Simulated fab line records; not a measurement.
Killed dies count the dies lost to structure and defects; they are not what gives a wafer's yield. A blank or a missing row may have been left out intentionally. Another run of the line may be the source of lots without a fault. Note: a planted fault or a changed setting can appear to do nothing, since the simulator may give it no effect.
Lot-split experiment    flow n5 finfet    on a route of 1938 steps: 7 lots, 21 wafers read

## THE SPLIT
At N5_BEOL_M2_ETCH_74 (etches underlayer in N2/H2, target depth 6.5 nm, time 5.2 s), the setting source w was moved away from the recipe's 840 W on 5 of the 21 wafers read, by -15.9% to +8.1%. For the rest of the wafers, this setting stayed at what the recipe calls for.

The reading is taken at the split's own step.

## THE READING
rf vpp V, in V, at N5_BEOL_M2_ETCH_74 (etches underlayer in N2/H2, target depth 6.5 nm, time 5.2 s). Fault-free wafers of this fab line usually give 523.8 V, standard deviation 2.5 V.

wafer   tool, chamber at the split  source w as run, W  against the recipe  rf vpp V, V  against lot-mates on the recipe
L074.3  rie diel-04, 3              840                 recipe              528.3        -
L074.4  rie diel-04, 2              840                 recipe              523.6        -
L074.6  rie diel-04, 0              840                 recipe              523.1        -
L077.1  rie diel-02, 3              907.9               +8.1%               508.9        -13.7
L077.4  rie diel-02, 0              907.9               +8.1%               508.4        -14.2
L077.5  rie diel-02, 3              840                 recipe              522.6        -
L080.1  rie diel-06, 3              840                 recipe              524.1        -
L080.4  rie diel-06, 3              840                 recipe              524.5        -
L080.5  rie diel-06, 2              840                 recipe              522.1        -
L081.1  rie diel-04, 3              840                 recipe              528.3        -
L081.2  rie diel-04, 0              840                 recipe              523.5        -
L081.3  rie diel-04, 2              840                 recipe              521.5        -
L085.1  rie diel-04, 2              840                 recipe              521.1        -
L085.4  rie diel-04, 2              706.4               -15.9%              553.1        +30.2
L085.6  rie diel-04, 1              840                 recipe              524.6        -
L093.2  rie diel-02, 0              840                 recipe              521.4        -
L093.4  rie diel-02, 3              840                 recipe              523.9        -
L093.5  rie diel-02, 0              840                 recipe              521.2        -
L097.1  rie diel-04, 1              763.7               -9.1%               539.6        +10.5
L097.2  rie diel-04, 3              840                 recipe              529.1        -
L097.6  rie diel-04, 2              763.7               -9.1%               537.9        +8.8

FIT RESULTS
A straight line over all 21 wafers: rf vpp V changes by -1.79 V for each +1% of source w; r = -0.97; the points scatter about the line by 2.4 V.
The same after taking each lot's own level away (the mean of its wafers on the recipe; 21 wafers): -1.62 V for each +1%; r = -0.96; scatter 2.6 V.
That fit puts the effect of the largest move of source w on the reading at 26 V.
From 522.17 to 529.10 V: that is the span of the lots' own levels, equal to 2.8 times the standard deviation above.
So the lot-to-lot level changes the slope: the two fits differ.
Check: +21.1 V against its lot-mates is what the line predicts for one of the wafers moved furthest among these (-15.9%) when that wafer is left out of the fit. Against them it came out at +30.2 V.
Tool readings at the split's step, against how far the setting was moved: etch rf on time s r = -0.90; rf vpp V r = -0.97.

## THE OTHER SPLITS THESE WAFERS WENT THROUGH
Other splits were also applied to these wafers ahead of the reading. Each is held against what the fit with the lots' levels taken away leaves over:
other split on the same wafers      wafers away from the commonest value  r with rf vpp V (lot level and that fit taken away)
N5_BEOL_M0_CUTY_COAT_51 spin rpm    9                                     +0.15
N5_BEOL_M0_CUTY_EXPOSE_54 dose mj   7                                     -0.23
N5_BEOL_M1_TRENCH_ETCH_37 source w  10                                    -0.04

## THE WHOLE CHAIN: every reading that the file lists as answering this split, in the file's order
step                what it does                                                 reading            change (the file's fit)               r (the file's)
N5_BEOL_M2_ETCH_74  etches underlayer in N2/H2, target depth 6.5 nm, time 5.2 s  etch rf on time s  withheld for each +1% of the setting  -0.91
N5_BEOL_M2_ETCH_74  etches underlayer in N2/H2, target depth 6.5 nm, time 5.2 s  rf vpp V           -1.7 V for each +1% of the setting    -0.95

## THE FILE'S OWN FIT
rf vpp V changes by -1.7 V for each +1% of source w, r = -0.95.
